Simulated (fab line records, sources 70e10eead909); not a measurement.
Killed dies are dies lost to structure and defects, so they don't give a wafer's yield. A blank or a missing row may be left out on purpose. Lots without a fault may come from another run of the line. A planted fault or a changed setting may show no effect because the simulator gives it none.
Chamber matching | flow nand_harc | NHARC_A_BONDPAD_STRIP_15 on rie_diel-06: 4 sister chambers
The step strips in O2. 20 wafers are shown with their chamber, then 10 later ones without.

WAFERS WITH THEIR CHAMBER
wafer  | chamber | showerhead_plenum_p_Torr (Torr) | drypump_motor_current_A (A) | oes_product_au (a.u.)
L075.1 | 3       | 3.48                            | 5.8                         | 0.980
L075.4 | 0       | 3.37                            | 6.1                         | 0.985
L075.5 | 2       | 3.39                            | 5.9                         | 0.980
L074.1 | 1       | 3.44                            | 4.9                         | 0.988
L074.5 | 1       | 3.44                            | 4.9                         | 0.973
L074.6 | 0       | 3.37                            | 6.2                         | 0.994
L078.1 | 3       | 3.48                            | 5.9                         | 0.985
L078.3 | 1       | 3.44                            | 4.9                         | 0.974
L078.6 | 2       | 3.39                            | 5.9                         | 0.988
L077.4 | 2       | 3.39                            | 5.8                         | 0.969
L077.5 | 0       | 3.36                            | 6.2                         | 0.978
L077.6 | 1       | 3.44                            | 4.8                         | 0.974
L080.3 | 3       | 3.48                            | 5.9                         | 0.978
L080.4 | 1       | 3.44                            | 4.9                         | 0.982
L080.5 | 2       | 3.39                            | 5.8                         | 0.976
L083.1 | 0       | 3.36                            | 6.2                         | 0.988
L083.2 | 3       | 3.48                            | 5.9                         | 0.988
L083.6 | 1       | 3.43                            | 4.8                         | 0.979
L088.1 | 0       | 3.36                            | 6.1                         | 1.006
L088.3 | 3       | 3.47                            | 5.9                         | 0.994

SIGNATURES (means of the wafers above)
reading                  | chamber 0 | chamber 1 | chamber 2 | chamber 3 | scatter within a chamber
showerhead_plenum_p_Torr | 3.3640    | 3.4383    | 3.3900    | 3.4780    | 0.00421
drypump_motor_current_A  | 6.160     | 4.867     | 5.850     | 5.880     | 0.052
oes_product_au           | 0.99020   | 0.97833   | 0.97825   | 0.98500   | 0.00779
Rule: a wafer's distance from a chamber is the root of the sum, over the readings, of the square of ((its reading less the chamber's mean) divided by the reading's scatter). The wafer belongs to the nearest chamber; if the next one is less than 2 further off, it can't be placed. The scatter: the root of (the sum of the squares of (reading less its chamber's mean) over the shown wafers, divided by (wafers less chambers)).

WAFERS WITHOUT THEIR CHAMBER
wafer  | showerhead_plenum_p_Torr (Torr) | drypump_motor_current_A (A) | oes_product_au (a.u.)
L088.6 | 3.47                            | 5.9                         | 0.992
L089.2 | 3.36                            | 6.2                         | 1.006
L089.3 | 3.38                            | 5.8                         | 1.002
L089.5 | 3.47                            | 5.9                         | 0.987
L093.2 | 3.47                            | 5.9                         | 0.988
L093.4 | 3.38                            | 5.8                         | 0.997
L093.5 | 3.35                            | 6.1                         | 0.998
L097.3 | 3.42                            | 4.9                         | 0.989
L097.4 | 3.38                            | 5.9                         | 0.992
L097.5 | 3.38                            | 5.9                         | 1.005

WHICH CHAMBER EACH WENT THROUGH
wafer  | from the rows above | in truth
L088.6 | 3                   | 3
L089.2 | 0                   | 0
L089.3 | 2                   | 2
L089.5 | 3                   | 3
L093.2 | 3                   | 3
L093.4 | 2                   | 2
L093.5 | 0                   | 0
L097.3 | 1                   | 1
L097.4 | 2                   | 2
L097.5 | 2                   | 2
Placed correctly: 10 of 10. Can't be placed from these rows: 0. Placed wrongly: 0.
